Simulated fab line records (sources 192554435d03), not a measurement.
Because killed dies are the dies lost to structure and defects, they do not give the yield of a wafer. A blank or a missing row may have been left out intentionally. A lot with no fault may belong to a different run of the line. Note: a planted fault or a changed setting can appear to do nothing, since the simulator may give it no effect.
3 desks, one fault + flow n5 finfet + numbers are kept per desk, each desk with only its own; the story behind them comes last

THE DEFECT DESK
For each lot, the counts of the inspections along the route, averaged over the sampled wafers that have a number. Marked OUT: a lot whose mean sits more than 4 standard deviations from the usual mean, which makes it out of limits; the brackets give that distance.
Columns: A = raw defect count at N5_BEOL_M9_INSPECT_13, usual 388
| lot  | first seen here | A   |
|------|-----------------|-----|
| L716 | day 10 02:05    | 359 |
| L718 | day 10 23:44    | 386 |
| L724 | day 12 09:23    | 422 |
| L734 | day 14 10:07    | 381 |
| L737 | day 15 06:18    | 514 |
| L736 | day 15 06:23    | 363 |
Finding of this desk: none of the 6 lots has anything out of limits.

TOOL OWNER'S DESK, rie diel-04
The tool's own readings at N5_BEOL_M9_ETCH_62 (etches SOC in N2/H2, target depth 110 nm, overetch 22 nm, time 165 s): means of the sampled wafers that have a number, for each lot that ran on this tool. Marked OUT: a lot whose mean sits more than 4 standard deviations from the usual mean, which makes it out of limits; the brackets give that distance.
Columns: A = bias w at N5_BEOL_M9_ETCH_62, usual 150.0 W; B = drypump motor current A at N5_BEOL_M9_ETCH_62, usual 5.9 A; C = h2 flow sccm at N5_BEOL_M9_ETCH_62, usual 200.0 sccm; D = oes product au at N5_BEOL_M9_ETCH_62, usual 0.66 a.u.; E = rf vpp V at N5_BEOL_M9_ETCH_62, usual 523.4 V; F = showerhead plenum p Torr at N5_BEOL_M9_ETCH_62, usual 2.52 Torr; G = throttle valve pct at N5_BEOL_M9_ETCH_62, usual 17.79 %
| lot  | first seen here | A     | B   | C     | D    | E     | F    | G     |
|------|-----------------|-------|-----|-------|------|-------|------|-------|
| L716 | day 10 02:27    | 150.2 | 6.1 | 200.2 | 0.69 | 521.9 | 2.49 | 17.69 |
| L718 | day 10 23:51    | 150.2 | 6.2 | 199.9 | 0.63 | 522.5 | 2.50 | 17.79 |
| L724 | day 12 09:30    | 149.8 | 6.2 | 200.4 | 0.62 | 521.9 | 2.50 | 17.81 |
| L734 | day 14 10:14    | 149.8 | 5.9 | 200.6 | 0.64 | 522.9 | 2.52 | 17.95 |
| L736 | day 15 06:43    | 149.9 | 5.9 | 200.1 | 0.68 | 523.9 | 2.54 | 17.95 |
Finding of this desk: none of the 5 lots has anything out of limits.

METROLOGY DESK
Means of the sampled wafers that have a number, per lot and without regard to the tool the lot ran on: this is what the gauges read. Marked OUT: a lot whose mean sits more than 4 standard deviations from the usual mean, which makes it out of limits; the brackets give that distance.
Columns: A = cd nm at N5_BEOL_M9_CD_MEAS_11, usual 64.3 nm; B = M9_OVL at N5_BEOL_M9_OVL_MEAS_12, usual 0.1 nm
| lot  | first seen here | A    | B    |
|------|-----------------|------|------|
| L716 | day 10 02:02    | 64.0 | 0.2  |
| L718 | day 10 23:40    | 64.7 | -0.2 |
| L724 | day 12 09:20    | 63.3 | 0.2  |
| L734 | day 14 10:04    | 64.8 | -0.3 |
| L737 | day 15 06:14    | 63.8 | -0.2 |
| L736 | day 15 06:19    | 64.2 | -0.8 |
Finding of this desk: none of the 6 lots has anything out of limits.

ALL TOGETHER
No out-of-limits result turned up at the defect desk.
Nothing out of limits was seen by the tool owner's desk.
From the metrology desk's view, nothing was out of limits.

WHAT THE SIMULATOR HAD INSERTED
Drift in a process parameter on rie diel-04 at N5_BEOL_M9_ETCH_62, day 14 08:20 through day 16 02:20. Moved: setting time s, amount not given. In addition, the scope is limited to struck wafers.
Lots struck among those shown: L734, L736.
